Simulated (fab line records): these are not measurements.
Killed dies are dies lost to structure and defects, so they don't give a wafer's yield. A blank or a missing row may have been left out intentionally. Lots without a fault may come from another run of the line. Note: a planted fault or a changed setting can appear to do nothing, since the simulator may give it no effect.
The tool behind it: which one? || flow n5 finfet || 36 wafers from 12 lots sampled at 6 of the route's 1938 steps

WHAT THE GAUGES READ, wafer by wafer
N5_BEOL_M5_OCD_MEAS_38.
{"lot": "L076", "measured": "day 8 06:13", "on": "ocd-01", "trench depth nm (nm)": "70.4 71.1 70.1"}
{"lot": "L077", "measured": "day 8 15:16", "on": "ocd-01", "trench depth nm (nm)": "72.4 70.6 71.7"}
{"lot": "L079", "measured": "day 9 03:04", "on": "ocd-02", "trench depth nm (nm)": "72.5 69.5 70.6"}
{"lot": "L082", "measured": "day 9 22:11", "on": "ocd-02", "trench depth nm (nm)": "70.0 71.4 70.6"}
{"lot": "L083", "measured": "day 10 07:01", "on": "ocd-02", "trench depth nm (nm)": "72.4 70.4 72.0"}
{"lot": "L085", "measured": "day 11 02:13", "on": "ocd-01", "trench depth nm (nm)": "71.6 71.0 71.1"}
{"lot": "L087", "measured": "day 11 07:49", "on": "ocd-02", "trench depth nm (nm)": "69.0 70.6 71.2"}
{"lot": "L089", "measured": "day 11 20:14", "on": "ocd-01", "trench depth nm (nm)": "71.5 71.0 70.1"}
{"lot": "L091", "measured": "day 12 15:22", "on": "ocd-01", "trench depth nm (nm)": "70.3 69.9 72.0"}
{"lot": "L093", "measured": "day 13 05:44", "on": "ocd-01", "trench depth nm (nm)": "71.9 69.9 68.9"}
{"lot": "L096", "measured": "day 13 14:42", "on": "ocd-01", "trench depth nm (nm)": "73.1 72.4 70.4"}
{"lot": "L097", "measured": "day 14 06:41", "on": "ocd-02", "trench depth nm (nm)": "71.6 71.3 71.3"}

EACH LOT AND THE TOOL THAT RAN IT (in order: tool; ch and the chambers of the sampled wafers; start)
{"lot": "L076", "N5_BEOL_M4_SPUTTER_48": "pvd sputter-01, day 7 22:26", "N5_BEOL_M4_ANNEAL_89": "pvd sputter-01, day 7 23:24", "N5_BEOL_M5_DESCUM_33": "rie diel-05 ch 1,2,3, day 8 05:47", "N5_BEOL_M5_VIA_ETCH_34": "rie diel-05 ch 1,2,3, day 8 05:58", "N5_BEOL_M5_ETCH_41": "rie diel-05 ch 1,2,3, day 8 06:13 or earlier"}
{"lot": "L077", "N5_BEOL_M4_SPUTTER_48": "pvd sputter-02, day 8 08:15", "N5_BEOL_M4_ANNEAL_89": "pvd sputter-02, day 8 09:13", "N5_BEOL_M5_DESCUM_33": "rie diel-04 ch 0,2,3, day 8 14:50", "N5_BEOL_M5_VIA_ETCH_34": "rie diel-04 ch 0,2,3, day 8 15:01", "N5_BEOL_M5_ETCH_41": "rie diel-04 ch 0,2,3, day 8 15:16 or earlier"}
{"lot": "L079", "N5_BEOL_M4_SPUTTER_48": "pvd sputter-03, day 8 19:34", "N5_BEOL_M4_ANNEAL_89": "pvd sputter-03, day 8 20:31", "N5_BEOL_M5_DESCUM_33": "rie diel-02 ch 1,2,3, day 9 02:39", "N5_BEOL_M5_VIA_ETCH_34": "rie diel-02 ch 1,2,3, day 9 02:50", "N5_BEOL_M5_ETCH_41": "rie diel-02 ch 1,2,3, day 9 03:04 or earlier"}
{"lot": "L082", "N5_BEOL_M4_SPUTTER_48": "pvd sputter-01, day 9 13:00", "N5_BEOL_M4_ANNEAL_89": "pvd sputter-01, day 9 13:58", "N5_BEOL_M5_DESCUM_33": "rie diel-04 ch 1,2,3, day 9 21:46", "N5_BEOL_M5_VIA_ETCH_34": "rie diel-04 ch 1,2,3, day 9 21:56", "N5_BEOL_M5_ETCH_41": "rie diel-04 ch 1,2,3, day 9 22:11 or earlier"}
{"lot": "L083", "N5_BEOL_M4_SPUTTER_48": "pvd sputter-02, day 9 20:58", "N5_BEOL_M4_ANNEAL_89": "pvd sputter-02, day 9 21:55", "N5_BEOL_M5_DESCUM_33": "rie diel-04 ch 0,3, day 10 06:35", "N5_BEOL_M5_VIA_ETCH_34": "rie diel-04 ch 0,3, day 10 06:46", "N5_BEOL_M5_ETCH_41": "rie diel-04 ch 0,3, day 10 07:01 or earlier"}
{"lot": "L085", "N5_BEOL_M4_SPUTTER_48": "pvd sputter-01, day 10 17:14", "N5_BEOL_M4_ANNEAL_89": "pvd sputter-01, day 10 18:12", "N5_BEOL_M5_DESCUM_33": "rie diel-04 ch 0,2,3, day 11 01:47", "N5_BEOL_M5_VIA_ETCH_34": "rie diel-04 ch 0,2,3, day 11 01:58", "N5_BEOL_M5_ETCH_41": "rie diel-04 ch 0,2,3, day 11 02:13 or earlier"}
{"lot": "L087", "N5_BEOL_M4_SPUTTER_48": "pvd sputter-01, day 11 00:02", "N5_BEOL_M4_ANNEAL_89": "pvd sputter-01, day 11 01:00", "N5_BEOL_M5_DESCUM_33": "rie diel-02 ch 1,2, day 11 07:24", "N5_BEOL_M5_VIA_ETCH_34": "rie diel-02 ch 1,2, day 11 07:35", "N5_BEOL_M5_ETCH_41": "rie diel-02 ch 1,2, day 11 07:49 or earlier"}
{"lot": "L089", "N5_BEOL_M4_SPUTTER_48": "pvd sputter-01, day 11 11:10", "N5_BEOL_M4_ANNEAL_89": "pvd sputter-01, day 11 12:08", "N5_BEOL_M5_DESCUM_33": "rie diel-02 ch 1,2,3, day 11 19:49", "N5_BEOL_M5_VIA_ETCH_34": "rie diel-02 ch 1,2,3, day 11 20:01", "N5_BEOL_M5_ETCH_41": "rie diel-02 ch 1,2,3, day 11 20:14 or earlier"}
{"lot": "L091", "N5_BEOL_M4_SPUTTER_48": "pvd sputter-02, day 12 07:02", "N5_BEOL_M4_ANNEAL_89": "pvd sputter-02, day 12 08:07", "N5_BEOL_M5_DESCUM_33": "rie diel-05 ch 0,2,3, day 12 14:56", "N5_BEOL_M5_VIA_ETCH_34": "rie diel-05 ch 0,2,3, day 12 15:07", "N5_BEOL_M5_ETCH_41": "rie diel-05 ch 0,2,3, day 12 15:22 or earlier"}
{"lot": "L093", "N5_BEOL_M4_SPUTTER_48": "pvd sputter-02, day 12 22:37", "N5_BEOL_M4_ANNEAL_89": "pvd sputter-02, day 12 23:34", "N5_BEOL_M5_DESCUM_33": "rie diel-05 ch 0,2,3, day 13 05:19", "N5_BEOL_M5_VIA_ETCH_34": "rie diel-05 ch 0,2,3, day 13 05:30", "N5_BEOL_M5_ETCH_41": "rie diel-05 ch 0,2,3, day 13 05:44 or earlier"}
{"lot": "L096", "N5_BEOL_M4_SPUTTER_48": "pvd sputter-02, day 13 07:39", "N5_BEOL_M4_ANNEAL_89": "pvd sputter-02, day 13 08:37", "N5_BEOL_M5_DESCUM_33": "rie diel-04 ch 0,1,3, day 13 14:17", "N5_BEOL_M5_VIA_ETCH_34": "rie diel-04 ch 0,1,3, day 13 14:28", "N5_BEOL_M5_ETCH_41": "rie diel-04 ch 0,1,3, day 13 14:42 or earlier"}
{"lot": "L097", "N5_BEOL_M4_SPUTTER_48": "pvd sputter-03, day 13 21:41", "N5_BEOL_M4_ANNEAL_89": "pvd sputter-03, day 13 22:39", "N5_BEOL_M5_DESCUM_33": "rie diel-04 ch 0,3, day 14 06:16", "N5_BEOL_M5_VIA_ETCH_34": "rie diel-04 ch 0,3, day 14 06:27", "N5_BEOL_M5_ETCH_41": "rie diel-04 ch 0,3, day 14 06:41 or earlier"}
- N5_BEOL_M4_SPUTTER_48: material Cu, target thk 4.5 nm, time 8.29 s.
- N5_BEOL_M4_ANNEAL_89: time 240 s.
- N5_BEOL_M5_DESCUM_33: chemistry O2, time 7 s.
- N5_BEOL_M5_VIA_ETCH_34: etches SiCOH lowk in C4F6/O2, target depth 88.3 nm, time 39.2 s.
- N5_BEOL_M5_ETCH_41: etches SiCN in CH3F/O2, target depth 31.5 nm, time 56.7 s.

THE ANSWER, worked out from the rows above alone
Rule: the lots themselves supply what counts as usual. Put in order of their means at a reading, lots are off if they are a third of the lots or fewer, leave a main group of 4 or more, and stand apart from it by a gap of 3 or more times the standard deviation of the main group's means; of several such gaps the widest counts. If all means in a main group match to the digits the tables above print for the reading, that group is not used. Also off: a lot with no number at a reading for which 4 or more lots have one. The other lots that the step has rows for count as sound.
No lot is off on any of the readings shown, so nothing can be concluded from this.

WHAT WAS PUT IN BY THE SIMULATOR
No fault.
